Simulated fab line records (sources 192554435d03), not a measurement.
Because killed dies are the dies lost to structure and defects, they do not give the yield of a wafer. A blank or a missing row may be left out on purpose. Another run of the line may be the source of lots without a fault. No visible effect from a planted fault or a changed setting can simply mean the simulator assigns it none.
Shared-tool check | flow n5-finfet | Lots sampled 9, wafers sampled 27

== WHY THIS WAS OPENED ==
N5_PMOS_HMC_CHANNEL_EPI_THK_MEAS_22, reading HMC_CMP_THK: flagged on 2 of 9 lots. Wafers without a fault read 53.8 nm, standard deviation 0.77.
Rule: a lot is flagged in two cases, either no wafer of it has a number, or all its wafers with numbers fall more than 4 standard deviations from that mean. All remaining lots are regarded as sound.

lot  | measured    | on            | HMC_CMP_THK (nm), wafer by wafer | flag
L565 | day 2 19:53 | film-metro-01 | 54.0 54.0 52.5                   |
L566 | day 3 01:48 | film-metro-01 | 53.9 55.3 54.2                   |
L570 | day 4 02:16 | film-metro-01 | 53.9 53.2 53.6                   |
L573 | day 4 19:52 | film-metro-02 | 54.0 54.0 53.6                   |
L578 | day 6 02:01 | film-metro-02 | 48.8 49.3 49.3                   | FLAGGED
L579 | day 6 07:56 | film-metro-01 | 49.1 49.8 49.2                   | FLAGGED
L581 | day 6 19:38 | film-metro-01 | 53.5 53.0 54.2                   |
L582 | day 7 01:32 | film-metro-02 | 53.7 53.6 54.4                   |
L583 | day 7 08:03 | film-metro-02 | 52.9 54.1 52.6                   |
Average over the flagged lots: 49.2 nm; offset from the usual -4.5 nm, equal to -6 standard deviations.

== WHICH TOOL RAN EACH LOT ==
Before the reading, the record contains 2 process steps out of a 1938-step route. In each cell: the tool, then ch and the chambers that the sampled wafers went through, then the start.
lot  | flag    | N5_PMOS_HMC_CHANNEL_EPI_STRIP_33  | N5_PMOS_HMC_CHANNEL_EPI_EPI_20
L565 |         | rie-diel-02 ch 2,3, day 2 17:44   | epi-rpcvd-04 ch 0, day 2 18:15
L566 |         | rie-diel-06 ch 1,3, day 2 23:40   | epi-rpcvd-04 ch 0, day 3 00:23
L570 |         | rie-diel-06 ch 2,3, day 4 00:08   | epi-rpcvd-04 ch 0, day 4 01:02
L573 |         | rie-diel-02 ch 0,2, day 4 17:43   | epi-rpcvd-04 ch 0, day 4 18:13
L578 | FLAGGED | rie-diel-01 ch 0,1,3, day 5 23:53 | epi-rpcvd-04 ch 0, day 6 00:59
L579 | FLAGGED | rie-diel-02 ch 2,3, day 6 05:49   | epi-rpcvd-04 ch 0, day 6 06:19
L581 |         | rie-diel-06 ch 0,3, day 6 17:29   | epi-rpcvd-01 ch 0, day 6 18:35
L582 |         | rie-diel-02 ch 1,2, day 6 23:25   | epi-rpcvd-01 ch 0, day 6 23:54
L583 |         | rie-diel-01 ch 2,3, day 7 05:55   | epi-rpcvd-01 ch 0, day 7 06:25
These steps, and what they do:
- N5_PMOS_HMC_CHANNEL_EPI_STRIP_33: strips in N2/H2.
- N5_PMOS_HMC_CHANNEL_EPI_EPI_20: deposits SiGe30, target thk 59 nm.
- N5_PMOS_HMC_CHANNEL_EPI_THK_MEAS_22

== FLAGGED OVER TOTAL, TOOL BY TOOL (the gauges that took the reading come last) ==
step                                | tool          | lots run | flagged | share of the flagged lots | sound lots run after its first flagged lot
N5_PMOS_HMC_CHANNEL_EPI_STRIP_33    | rie-diel-01   | 2        | 1       | some                      | 1 (L583)
N5_PMOS_HMC_CHANNEL_EPI_STRIP_33    | rie-diel-02   | 4        | 1       | some                      | 1 (L582)
N5_PMOS_HMC_CHANNEL_EPI_STRIP_33    | rie-diel-06   | 3        | 0       | none                      | -
N5_PMOS_HMC_CHANNEL_EPI_EPI_20      | epi-rpcvd-01  | 3        | 0       | none                      | -
N5_PMOS_HMC_CHANNEL_EPI_EPI_20      | epi-rpcvd-04  | 6        | 2       | all                       | 0
N5_PMOS_HMC_CHANNEL_EPI_THK_MEAS_22 | film-metro-01 | 5        | 1       | some                      | 1 (L581)
N5_PMOS_HMC_CHANNEL_EPI_THK_MEAS_22 | film-metro-02 | 4        | 1       | some                      | 2 (L582,L583)

== THE TABLE: WHAT IT ALLOWS ==
In the table, 1 row covers all flagged lots: epi-rpcvd-04 at N5_PMOS_HMC_CHANNEL_EPI_EPI_20.
- epi-rpcvd-04 at N5_PMOS_HMC_CHANNEL_EPI_EPI_20: 2 of its 6 lots flagged. Its last sound lot is L573 (day 4 18:13), its first flagged lot L578 (day 6 00:59): a fault that began between those two fits. Its own readings lie more than 4 standard deviations out on every wafer of the flagged lots: chamber-pressure-Torr.
Left over: one tool, epi-rpcvd-04 at N5_PMOS_HMC_CHANNEL_EPI_EPI_20.

== WHAT WAS PUT IN BY THE SIMULATOR ==
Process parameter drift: epi-rpcvd-04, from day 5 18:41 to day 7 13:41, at N5_PMOS_HMC_CHANNEL_EPI_EPI_20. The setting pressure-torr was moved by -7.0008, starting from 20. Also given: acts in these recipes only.
Struck lots among those shown: L578, L579. Same finding as the rule above.
